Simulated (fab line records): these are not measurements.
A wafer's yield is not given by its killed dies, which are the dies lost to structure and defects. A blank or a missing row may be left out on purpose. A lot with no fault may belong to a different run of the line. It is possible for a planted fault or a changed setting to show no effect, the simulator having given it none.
Which tool is to blame?	flow nandHarc	12 lots, 36 wafers sampled, at 4 steps of a route of 1302

== WHAT THE GAUGES READ, wafer by wafer ==
Not one reading of a measure or inspect step in the record can be checked against a usual standard deviation.

== TOOL THAT RAN EACH LOT (tool first, then ch and the chambers of the sampled wafers, then the start) ==
lot	NHARC_A_STAIRCASE_TRIM_187	NHARC_A_STAIRCASE_TRIM_200	NHARC_A_STAIRCASE_ETCH_203	NHARC_A_STAIRCASE_ETCH_230
L762	rieDiel-13 ch 2,3, day 15 22:19	rieDiel-12 ch 0,3, day 16 03:22 or earlier	rieDiel-12 ch 1,2, day 16 03:22 or earlier	rieDiel-03 ch 0,1,2, day 16 03:22
L765	rieDiel-12 ch 0,3, day 16 22:39	rieDiel-12 ch 0,2,3, day 17 03:28 or earlier	rieDiel-12 ch 2,3, day 17 03:28 or earlier	rieDiel-13 ch 0,3, day 17 03:28
L767	rieDiel-13 ch 1,2,3, day 18 10:44	rieDiel-03 ch 1,2,3, day 18 18:35 or earlier	rieDiel-03 ch 0,3, day 18 18:35 or earlier	rieDiel-12 ch 2,3, day 18 18:35
L768	rieDiel-13 ch 1,2,3, day 18 11:05	rieDiel-03 ch 0,2, day 18 18:35 or earlier	rieDiel-03 ch 0,1,3, day 18 18:35 or earlier	rieDiel-03 ch 0,1, day 18 18:35
L769	rieDiel-13 ch 1,2, day 18 20:58	rieDiel-13 ch 1,2, day 19 03:10 or earlier	rieDiel-13 ch 1,3, day 19 03:10 or earlier	rieDiel-13 ch 1,3, day 19 03:10
L773	rieDiel-13 ch 0,3, day 20 09:56	rieDiel-13 ch 0,2,3, day 20 15:08 or earlier	rieDiel-13 ch 1,2,3, day 20 15:08 or earlier	rieDiel-12 ch 1,2,3, day 20 15:08
L776	rieDiel-03 ch 2,3, day 22 05:28	rieDiel-13 ch 1,2,3, day 22 10:48 or earlier	rieDiel-13 ch 0,2,3, day 22 10:48 or earlier	rieDiel-13 ch 0,2,3, day 22 10:48
L779	rieDiel-13 ch 1,2,3, day 22 12:44	rieDiel-12 ch 0,1,2, day 22 18:46 or earlier	rieDiel-12 ch 0,1, day 22 18:46 or earlier	rieDiel-03 ch 0,3, day 22 18:46
L777	rieDiel-12 ch 0,1, day 22 21:17	rieDiel-12 ch 0,1,2, day 23 02:19 or earlier	rieDiel-12 ch 0,3, day 23 02:19 or earlier	rieDiel-13 ch 0,3, day 23 02:19
L781	rieDiel-03 ch 1,2, day 24 00:20	rieDiel-13 ch 0,2, day 24 05:27 or earlier	rieDiel-13 ch 0,3, day 24 05:27 or earlier	rieDiel-13 ch 0,2, day 24 05:27
L782	rieDiel-12 ch 0,1,3, day 24 11:16	rieDiel-03 ch 0,1,3, day 24 16:13 or earlier	rieDiel-03 ch 0,1, day 24 16:13 or earlier	rieDiel-03 ch 0,1, day 24 16:13
L783	rieDiel-13 ch 0,1, day 24 19:46	rieDiel-12 ch 0,3, day 25 00:59 or earlier	rieDiel-12 ch 0,2,3, day 25 00:59 or earlier	rieDiel-03 ch 1,2, day 25 00:59
- NHARC_A_STAIRCASE_TRIM_187: chemistry O2, time 211.2 s.
- NHARC_A_STAIRCASE_TRIM_200: chemistry O2, time 211.2 s.
- NHARC_A_STAIRCASE_ETCH_203: etches the open film in C4F8/O2, target depth 100 nm, time 40.5 s.
- NHARC_A_STAIRCASE_ETCH_230: etches the open film in C4F8/O2, target depth 100 nm, time 40.5 s.

== AS READ BY THE TOOLS THEMSELVES (means over the sampled wafers that have a number; for cases with no such wafer, the mark the record gives instead) ==
NHARC_A_STAIRCASE_TRIM_187. Usual: drypumpMotorCurrentA 6.0 A, standard deviation 0.45; oesProductAu 0.998 a.u., standard deviation 0.008; rfVppV 57.8 V, standard deviation 0.89; showerheadPlenumPTorr 3.52 Torr, standard deviation 0.16; throttleValvePct 17.036 %, standard deviation 0.0091.
lot	tool	drypumpMotorCurrentA (A)	oesProductAu (a.u.)	rfVppV (V)	showerheadPlenumPTorr (Torr)	throttleValvePct (%)	flag
L762	rieDiel-13	6.2	0.988	57.4	3.50	17.030	
L765	rieDiel-12	6.0	1.008	57.9	3.66	17.039	
L767	rieDiel-13	6.3	0.999	56.9	3.40	17.037	
L768	rieDiel-13	6.3	0.997	57.1	3.40	17.034	
L769	rieDiel-13	6.3	1.003	58.4	3.37	17.035	
L773	rieDiel-13	6.4	0.989	57.4	3.43	17.043	
L776	rieDiel-03	5.4	1.002	57.4	3.46	17.034	
L779	rieDiel-13	6.4	1.005	57.2	3.39	17.027	
L777	rieDiel-12	6.2	1.000	58.5	3.53	17.036	
L781	rieDiel-03	5.1	0.993	59.7	3.65	17.043	
L782	rieDiel-12	6.1	0.998	58.3	3.64	17.038	
L783	rieDiel-13	6.1	0.992	58.8	3.61	17.033	

NHARC_A_STAIRCASE_TRIM_200. Usual: drypumpMotorCurrentA 6.0 A, standard deviation 0.45; oesProductAu 1.000 a.u., standard deviation 0.0069; rfVppV 57.6 V, standard deviation 0.93; showerheadPlenumPTorr 3.52 Torr, standard deviation 0.16; throttleValvePct 17.037 %, standard deviation 0.0094.
lot	tool	drypumpMotorCurrentA (A)	oesProductAu (a.u.)	rfVppV (V)	showerheadPlenumPTorr (Torr)	throttleValvePct (%)	flag
L762	rieDiel-12	6.0	1.007	57.8	3.67	17.038	
L765	rieDiel-12	6.1	1.007	57.8	3.56	17.034	
L767	rieDiel-03	5.5	0.999	57.9	3.58	17.041	
L768	rieDiel-03	5.3	1.001	57.3	3.48	17.040	
L769	rieDiel-13	6.1	0.995	58.0	3.46	17.036	
L773	rieDiel-13	6.2	0.990	57.8	3.48	17.038	
L776	rieDiel-13	6.3	0.997	56.9	3.39	17.030	
L779	rieDiel-12	6.3	1.000	58.0	3.55	17.031	
L777	rieDiel-12	6.2	1.002	56.5	3.55	17.037	
L781	rieDiel-13	6.0	1.010	57.8	3.53	17.034	
L782	rieDiel-03	5.8	1.001	58.5	3.58	17.031	
L783	rieDiel-12	6.1	1.005	57.4	3.51	17.044	

NHARC_A_STAIRCASE_ETCH_203. Usual: oesProductAu 0.944 a.u., standard deviation 0.01; rfVppV 895 V, standard deviation 5.6; runLengthS 61.7 s, standard deviation 0.31.
lot	tool	oesProductAu (a.u.)	rfVppV (V)	runLengthS (s)	flag
L762	rieDiel-12	0.951	891	61.7	
L765	rieDiel-12	0.947	897	61.5	
L767	rieDiel-03	0.936	895	61.5	
L768	rieDiel-03	0.945	899	61.6	
L769	rieDiel-13	0.934	888	61.8	
L773	rieDiel-13	0.934	891	61.7	
L776	rieDiel-13	0.941	894	61.8	
L779	rieDiel-12	0.953	896	62.0	
L777	rieDiel-12	0.955	895	61.5	
L781	rieDiel-13	0.943	892	61.9	
L782	rieDiel-03	0.940	898	62.0	
L783	rieDiel-12	0.942	896	61.6	

NHARC_A_STAIRCASE_ETCH_230. Usual: oesProductAu 0.946 a.u., standard deviation 0.016; rfVppV 896 V, standard deviation 5.3; runLengthS 61.67 s, standard deviation 0.29.
lot	tool	oesProductAu (a.u.)	rfVppV (V)	runLengthS (s)	flag
L762	rieDiel-03	0.946	898	61.66	
L765	rieDiel-13	0.960	895	61.72	
L767	rieDiel-12	0.954	898	61.60	
L768	rieDiel-03	0.938	902	61.76	
L769	rieDiel-13	0.926	890	59.50	OFF
L773	rieDiel-12	0.936	902	61.90	
L776	rieDiel-13	0.959	894	61.70	
L779	rieDiel-03	0.919	895	61.85	
L777	rieDiel-13	0.936	894	61.78	
L781	rieDiel-13	0.950	896	61.68	
L782	rieDiel-03	0.958	898	61.94	
L783	rieDiel-03	0.944	897	61.37	

== THE ANSWER, worked out from the rows above alone ==
Rule: lot off if the mean of its wafers having a number is beyond 3 standard deviations from the usual mean. Also off: a lot with no number at a reading for which 4 or more lots have one. Where the step has rows for the other lots, those lots are counted as sound. Order of review: gauges by route order, followed by the tools' own readings, for which a lot's mean as printed above is used. The first step at which some lot is off is used, and at that step the reading that is off furthest; a lot without a number counts as furthest.
Off: L769, at NHARC_A_STAIRCASE_ETCH_230 (runLengthS).
A tool fits if, at that step or a process step before it, it ran every lot that is off, and no sound lot after the first of them. Because NHARC_A_STAIRCASE_TRIM_200 lacks a start for some lots, the hours and order of its lots are taken from NHARC_A_STAIRCASE_ETCH_230. Because NHARC_A_STAIRCASE_ETCH_203 lacks a start for some lots, the hours and order of its lots are taken from NHARC_A_STAIRCASE_ETCH_230. Not one of the candidates tried fits.

== WHAT HAD BEEN PUT IN BY THE SIMULATOR ==
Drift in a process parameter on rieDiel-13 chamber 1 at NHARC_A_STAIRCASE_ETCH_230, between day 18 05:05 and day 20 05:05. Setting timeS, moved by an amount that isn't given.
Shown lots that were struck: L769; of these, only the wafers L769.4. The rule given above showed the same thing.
